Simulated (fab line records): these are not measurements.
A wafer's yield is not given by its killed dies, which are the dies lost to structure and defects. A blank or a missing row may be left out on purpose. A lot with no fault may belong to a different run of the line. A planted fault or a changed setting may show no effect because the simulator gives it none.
The same fault as seen by 3 desks | flow nand harc | each desk has only its own numbers; what lay behind them comes last

== THE DEFECT DESK ==
Inspection counts along the route, by lot: the mean over sampled wafers that carry a number. A lot is out of limits, marked OUT, if its mean lies more than 4 standard deviations from the usual mean; the brackets give that distance.
Columns: A = raw defect count at NHARC_A_ONON_D1_INSPECT_32, usual 70
lot  | first seen here | A
L111 | day 8 15:27     | 58
L112 | day 8 15:45     | 65
L115 | day 8 22:02     | 68
L113 | day 8 22:03     | 61
L120 | day 10 11:53    | 92
L124 | day 11 05:48    | 67
L123 | day 11 06:02    | 90
L122 | day 11 09:14    | 81
L127 | day 12 02:34    | 68
L131 | day 12 20:47    | 90
L129 | day 12 21:01    | 60
L132 | day 13 07:44    | 68
L133 | day 13 08:17    | 70
L134 | day 13 16:53    | 115
This desk's finding: nothing out of limits on any of the 14 lots.

== FROM THE METROLOGY DESK ==
Lot by lot, what the gauges showed, no matter which tool ran the lot: averages of those sampled wafers that carry a number. A lot is out of limits, marked OUT, if its mean lies more than 4 standard deviations from the usual mean; the brackets give that distance.
Columns: A = cd nm at NHARC_A_ZERO_WELL_CD_MEAS_10, usual 2000.5 nm; B = thk nm at NHARC_A_SOURCE_PLATE_THK_MEAS_06, usual 200.2 nm; C = thk nm at NHARC_A_ONON_D1_THK_MEAS_30, usual 1004 nm
lot  | first seen here | A      | B     | C
L112 | day 7 00:52     | 1999.6 | 198.4 | 1003
L111 | day 7 03:01     | 1998.9 | 195.4 | 994
L113 | day 7 10:31     | 2001.8 | 200.9 | 1016
L115 | day 7 14:23     | 1997.7 | 199.3 | 1011
L120 | day 8 22:32     | 1997.8 | 201.6 | 1127 (+11) OUT
L124 | day 9 19:46     | 1998.1 | 198.7 | 1019
L123 | day 9 20:49     | 1999.2 | 202.4 | 1343 (+31) OUT
L122 | day 9 21:31     | 2000.2 | 198.8 | 1159 (+14) OUT
L127 | day 10 15:02    | 2002.7 | 200.8 | 1005
L129 | day 11 11:30    | 2004.3 | 202.9 | 991
L131 | day 11 12:14    | 2001.7 | 203.6 | 1000
L132 | day 11 20:49    | 1998.7 | 203.7 | 991
L133 | day 11 21:06    | 2000.8 | 201.2 | 1010
L134 | day 12 03:31    | 2003.3 | 198.5 | 996
This desk's verdict: out of limits on L120, L122, L123, starting with L120 at day 10 11:22 (thk nm at NHARC_A_ONON_D1_THK_MEAS_30). In limits: L112, L111, L113, L115, L124, L127, L129, L131, L132, L133, L134.

== TOOL OWNER'S DESK, pecvd onon-03 ==
The tool's own readings at NHARC_A_ONON_D1_DEP_28 (target thk 1000 nm): means of the sampled wafers that have a number, for each lot that ran on this tool. A lot is out of limits, marked OUT, if its mean lies more than 4 standard deviations from the usual mean; the brackets give that distance.
Columns: A = n2 flow sccm at NHARC_A_ONON_D1_DEP_28, usual 2749 sccm; B = nh3 flow sccm at NHARC_A_ONON_D1_DEP_28, usual 500.1 sccm
lot  | first seen here | A    | B
L112 | day 8 14:41     | 2754 | 499.5
L120 | day 10 10:51    | 2737 | 498.8
L123 | day 11 05:12    | 2746 | 501.4
L122 | day 11 08:08    | 2762 | 500.7
L134 | day 13 15:50    | 2754 | 499.4
This desk's finding: nothing out of limits on any of the 5 lots.

== TAKEN TOGETHER ==
Metrology desk: alarm possible at day 10 11:22 on L120, L122, L123.
The defect desk saw nothing out of limits.
The tool owner's desk saw nothing out of limits.
The defect desk has L120, L122, L123 on record, within its limits.
Tool owner's desk: L120, L122, L123 on record, inside its limits.
NHARC_A_ONON_D1_DEP_28 was run on pecvd onon-03 by each of the lots named.

== WHAT HAD BEEN PUT IN BY THE SIMULATOR ==
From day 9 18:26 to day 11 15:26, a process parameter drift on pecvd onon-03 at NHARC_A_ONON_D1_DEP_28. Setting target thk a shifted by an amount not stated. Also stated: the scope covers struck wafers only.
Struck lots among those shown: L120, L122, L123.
Delay in hours, fault start to first out-of-limits reading, per desk: metrology desk 17.
